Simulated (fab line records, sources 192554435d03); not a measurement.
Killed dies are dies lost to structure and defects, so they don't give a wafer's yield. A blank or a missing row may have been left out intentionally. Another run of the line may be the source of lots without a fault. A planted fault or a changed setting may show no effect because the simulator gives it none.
Code-filled problem report in 8D (eight disciplines) form || flow n5_finfet || the parts of the form that need people (team, actions taken, sign-off) are left out

## 1. THE ISSUE
killed_at_front_end at N5_PASSIVATION_PROBE_49 reads a mean of 185 on 6 wafers of 2 lots; wafers without a fault read 41 with a standard deviation of 11. That puts it +13 standard deviations away from the usual mean.
First seen on wafer L680.1, day 22 20:26, on prober-01. At this step, 12 wafers from 4 lots have a number in the record. By rule, "out" or "out of limits" means more than 4 standard deviations away from the usual mean. The rest of the wafers with a number are treated as sound.

## 2. WHAT IT IS, WHAT IT ISN'T
{"question": "which readings at this step", "is": "killed_at_front_end, defect_limited_yield, killed_dies, sort_bin_5_function, sort_n_pass, sort_yield_pct", "is not": "killed_at_M0_to_M3, killed_at_M4_up, killed_at_contacts, killed_open, killed_short"}
{"question": "which lots", "is": "L679, L680", "is not": "L674, L676"}
{"question": "which wafers of those lots", "is": "all that have a number", "is not": "-"}
{"question": "read on which tools", "is": "prober-01, prober-02", "is not": "-"}
{"question": "when", "is": "from day 22 20:26", "is not": "up to then (6 sound wafers)"}

## 3. SUSPECTS, AND WHAT RULES EACH OUT
Counting: a tool at any process step up to the reading remains a suspect when it ran all the lots that are out and ran no sound lot after the first of those.
- rie_si-03 at N5_SDB_CUT_ETCH_26 (etches Si in HBr/Cl2/O2, target depth 129.6 nm, bt time 20 s, time 51.8 s): kept. It ran every lot that is out, first L679 (day 7 14:17), and no sound lot after that; its last sound lot up to then is L676 (day 7 10:03).
Remaining after the count: rie_si-03 at N5_SDB_CUT_ETCH_26.

## 4. THE CAUSE (what the simulator had put in)
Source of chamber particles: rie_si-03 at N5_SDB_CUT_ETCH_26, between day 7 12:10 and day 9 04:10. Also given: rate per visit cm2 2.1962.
Counting left only this tool.

## 5. THE CHAIN OF EFFECTS, in route order
Rows list readings where the struck wafers' mean (over those with a number) sits beyond 3 standard deviations from the usual. Only readings for which the record gives a usual standard deviation are gone through. hours: the time from each lot's start at the first step in this table that gives one to its start at this step, as a median over the lots. sigmas: the change in usual standard deviations.
{"hours": 0, "step": "N5_PASSIVATION_PROBE_49", "reading": "defect_limited_yield", "usual": "90.7 %", "on struck wafers": 79.0, "change": -11.8, "sigmas": -7.8}
{"hours": 0, "step": "N5_PASSIVATION_PROBE_49", "reading": "killed_at_front_end", "usual": 41, "on struck wafers": 185, "change": "+144", "sigmas": "+13"}
{"hours": 0, "step": "N5_PASSIVATION_PROBE_49", "reading": "killed_dies", "usual": 110, "on struck wafers": 248, "change": "+138", "sigmas": "+7.7"}
{"hours": 0, "step": "N5_PASSIVATION_PROBE_49", "reading": "sort_bin_5_function", "usual": "5.5 %", "on struck wafers": 12.3, "change": "+6.8", "sigmas": "+6.2"}
{"hours": 0, "step": "N5_PASSIVATION_PROBE_49", "reading": "sort_n_pass", "usual": 1070, "on struck wafers": 932, "change": -138, "sigmas": -7.7}
{"hours": 0, "step": "N5_PASSIVATION_PROBE_49", "reading": "sort_yield_pct", "usual": "90.7 %", "on struck wafers": 79.0, "change": -11.8, "sigmas": -7.8}
The process steps in it:
- N5_PASSIVATION_PROBE_49

## 6. WHAT WOULD HAVE CAUGHT IT SOONER
In this record no reading fell out of limits until day 22 20:26, 368 hours after the fault had begun at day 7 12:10.
Tool readings at N5_SDB_CUT_ETCH_26 with a usual standard deviation given in the record: none out on any struck wafer, hence no alarm at a limit of 4 standard deviations on them.
By day 22 20:26, every lot that is out (2) had started N5_SDB_CUT_ETCH_26 on rie_si-03. Had the tool been put on hold then, not one of them would have been saved.
